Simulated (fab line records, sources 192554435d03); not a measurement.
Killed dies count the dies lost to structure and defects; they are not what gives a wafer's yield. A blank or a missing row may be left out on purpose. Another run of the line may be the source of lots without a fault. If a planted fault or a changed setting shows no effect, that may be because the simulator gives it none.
8D (eight disciplines) problem report, filled in by code || flow n5 finfet || the parts of the form that need people (team, actions taken, sign-off) are left out

1. THE PROBLEM
run length s at N5_BEOL_M0_SAQP_COAT_82 reads a mean of 47.30 s on 3 wafers of 3 lots; wafers without a fault read 66.22 s with a standard deviation of 0.13. So: -99 or more standard deviations from the usual mean.
The step: time 60 s, resist thk 30 nm.
The first sign was on wafer L156.5 at day 7 14:05, on litho track-04. At this step, 28 wafers from 10 lots have a number in the record. Rule for "out", or "out of limits": more than 4 standard deviations from the usual mean. All remaining wafers that have a number are taken as sound.

2. WHAT IT IS, WHAT IT ISN'T
{"question": "which readings at this step", "is": "run length s, heater power total W", "is not": "resist line temp C"}
{"question": "which lots", "is": "L156, L158, L159", "is not": "L149, L150, L151, L164, L166, L167, L169"}
{"question": "which wafers of those lots", "is": "L156.5, L158.2, L159.2", "is not": "L156.4, L158.1, L158.6, L159.6"}
{"question": "read on which tools", "is": "litho track-04", "is not": "litho track-01, litho track-02"}
{"question": "when", "is": "from day 7 14:05", "is not": "up to then (10 sound wafers); but 15 sound wafers of L158, L159, L164, L166, L167, L169 came after"}

3. SUSPECTS, AND WHAT RULES EACH OUT
Counting: any tool at a process step up to the reading remains a suspect provided it ran every lot that is out. Sound lots after the first of them don't rule it out here, since some wafers of a struck lot are sound.
- litho track-04 at N5_BEOL_M0_SAQP_COAT_82 (time 60 s, resist thk 30 nm): kept. Ran every lot that is out, first one L156 (day 7 14:05); last sound lot up to then L150 (day 6 04:12). Its own readings are out on those wafers: heater power total W, run length s.
The count leaves litho track-04 at N5_BEOL_M0_SAQP_COAT_82.

4. THE CAUSE (what the simulator had put in)
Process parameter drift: litho track-04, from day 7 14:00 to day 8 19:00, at N5_BEOL_M0_SAQP_COAT_82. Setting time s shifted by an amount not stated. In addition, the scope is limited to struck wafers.
Only this tool survived the counting.

5. THE CHAIN OF EFFECTS, in route order
Rows list readings where the struck wafers' mean (over those with a number) sits beyond 3 standard deviations from the usual. Only readings whose record carries a usual standard deviation are examined. hours: median over the lots of the time between each lot's start at the first step of this table that gives one and its start at this step. sigmas: the change, counted in usual standard deviations.
{"hours": 0, "step": "N5_BEOL_M0_SAQP_COAT_82", "reading": "heater power total W", "usual": "427.6 W", "on struck wafers": 540.0, "change": "+112.4", "sigmas": "+54"}
{"hours": 0, "step": "N5_BEOL_M0_SAQP_COAT_82", "reading": "run length s", "usual": "66.22 s", "on struck wafers": 47.30, "change": -18.92, "sigmas": "-99 or more"}
Here are the process steps it includes:
- N5_BEOL_M0_SAQP_COAT_82: time 60 s, resist thk 30 nm.
Later measuring or inspecting steps at which every struck wafer that the step has a row for has a number for every such reading, and none has moved that far: N5_BEOL_M4_RC_MEAS_101.

6. WHAT WOULD HAVE CAUGHT IT SOONER
First out-of-limits reading in this record: day 7 14:05, which is 0 hours after fault onset at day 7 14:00.
